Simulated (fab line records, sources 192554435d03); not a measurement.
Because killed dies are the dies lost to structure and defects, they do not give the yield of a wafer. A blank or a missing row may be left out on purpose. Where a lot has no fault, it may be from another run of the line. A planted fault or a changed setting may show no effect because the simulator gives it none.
A single fault, viewed from 2 desks :: flow n5_finfet :: every desk sees just its own numbers, and what lay behind them comes last

== METROLOGY DESK ==
What the gauges read, lot by lot, whatever tool the lot ran on: means of the sampled wafers that have a number. If a lot's mean is further than 4 standard deviations from the usual mean, the lot is out of limits and carries the mark OUT (the distance appears in the brackets). 7 of its 13 readings are shown, namely those furthest out on some lot.
Columns: A = M1_THK at N5_BEOL_M1_THK_MEAS_53, usual 39.8 nm; B = M2_OVL at N5_BEOL_M2_OVL_MEAS_12, usual -0.6 nm; C = DIBL_N at N5_BEOL_M4_RC_MEAS_101, usual 36.1 mV/V; D = DIBL_P at N5_BEOL_M4_RC_MEAS_101, usual 36.1 mV/V; E = IOFF_P at N5_BEOL_M4_RC_MEAS_101, usual 0.201 nA/um; F = ION_P at N5_BEOL_M4_RC_MEAS_101, usual 462 uA/um; G = VT_P at N5_BEOL_M4_RC_MEAS_101, usual -251.3 mV
lot: L805
first seen here: day 6 15:47
A: 40.3
B: -0.9
C: 33.8
D: 33.7
E: 0.169
F: 456
G: -254.7

lot: L806
first seen here: day 6 22:07
A: 41.2
B: -0.4
C: 36.8
D: 37.5
E: 0.180
F: 451
G: -254.3

lot: L807
first seen here: day 7 00:58
A: 40.0
B: -1.9
C: 37.1
D: 36.9
E: 0.212
F: 467
G: -250.6

lot: L808
first seen here: day 7 06:57
A: 39.9
B: -0.8
C: 35.3
D: 36.0
E: 0.208
F: 463
G: -249.2

lot: L812
first seen here: day 8 05:32
A: 40.0
B: -1.2
C: 35.9
D: 36.0
E: 0.198
F: 463
G: -249.4

lot: L811
first seen here: day 8 08:40
A: 37.9
B: 0.0
C: 35.6
D: 34.1
E: 0.192
F: 464
G: -253.8

lot: L821
first seen here: day 10 13:00
A: 39.2
B: -0.4
C: 36.1
D: 37.4
E: 0.214
F: 467
G: -247.6

lot: L820
first seen here: day 10 14:49
A: 40.9
B: -1.2
C: 36.6
D: 38.8
E: 0.212
F: 455
G: -251.7

lot: L825
first seen here: day 11 17:28
A: 40.8
B: 0.3
C: 36.8
D: 37.2
E: 0.204
F: 461
G: -250.6

lot: L827
first seen here: day 12 10:30
A: 37.9
B: -0.7
C: 35.3
D: 36.0
E: 0.164
F: 459
G: -255.2

lot: L826
first seen here: day 12 13:06
A: 39.0
B: -0.2
C: 37.4
D: 38.0
E: 0.242
F: 471
G: -247.3
This desk's finding: nothing out of limits on any of the 11 lots.

== THE TOOL OWNER'S DESK: litho_track-02 ==
The tool's own readings at N5_BEOL_M2_COAT_73 (time 60 s, resist thk 5 nm): means of the sampled wafers that have a number, for each lot that ran on this tool. If a lot's mean is further than 4 standard deviations from the usual mean, the lot is out of limits and carries the mark OUT (the distance appears in the brackets).
Columns: A = chill_plate_temp_C at N5_BEOL_M2_COAT_73, usual 23.00 C; B = heater_power_total_W at N5_BEOL_M2_COAT_73, usual 391.7 W; C = plate_temp_C at N5_BEOL_M2_COAT_73, usual 205.02 C
lot: L805
first seen here: day 6 18:22
A: 23.05
B: 391.6
C: 204.93

lot: L811
first seen here: day 8 09:53
A: 22.95
B: 392.0
C: 205.09

lot: L821
first seen here: day 10 14:43
A: 22.93
B: 413.3 (+17) OUT
C: 214.47 (+63) OUT

lot: L820
first seen here: day 10 17:33
A: 22.99
B: 414.6 (+18) OUT
C: 214.41 (+63) OUT
Finding of this desk: L820, L821 out of limits; the first was L821 at day 10 14:43, on heater_power_total_W at N5_BEOL_M2_COAT_73. In limits: L805, L811.

== PUT TOGETHER ==
The tool owner's desk had the chance to raise an alarm at day 10 14:43 on L820, L821.
At the metrology desk, nothing out of limits was observed.
The metrology desk has L820, L821 on record, within its limits.
On litho_track-02, each named lot ran N5_BEOL_M2_COAT_73.

== WHAT HAD BEEN PUT IN BY THE SIMULATOR ==
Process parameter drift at N5_BEOL_M2_COAT_73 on litho_track-02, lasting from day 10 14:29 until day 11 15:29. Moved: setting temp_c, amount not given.
Shown lots that were struck: L820, L821.
Time in hours from fault onset to the first out-of-limits reading at each desk: the tool owner's desk, 0.
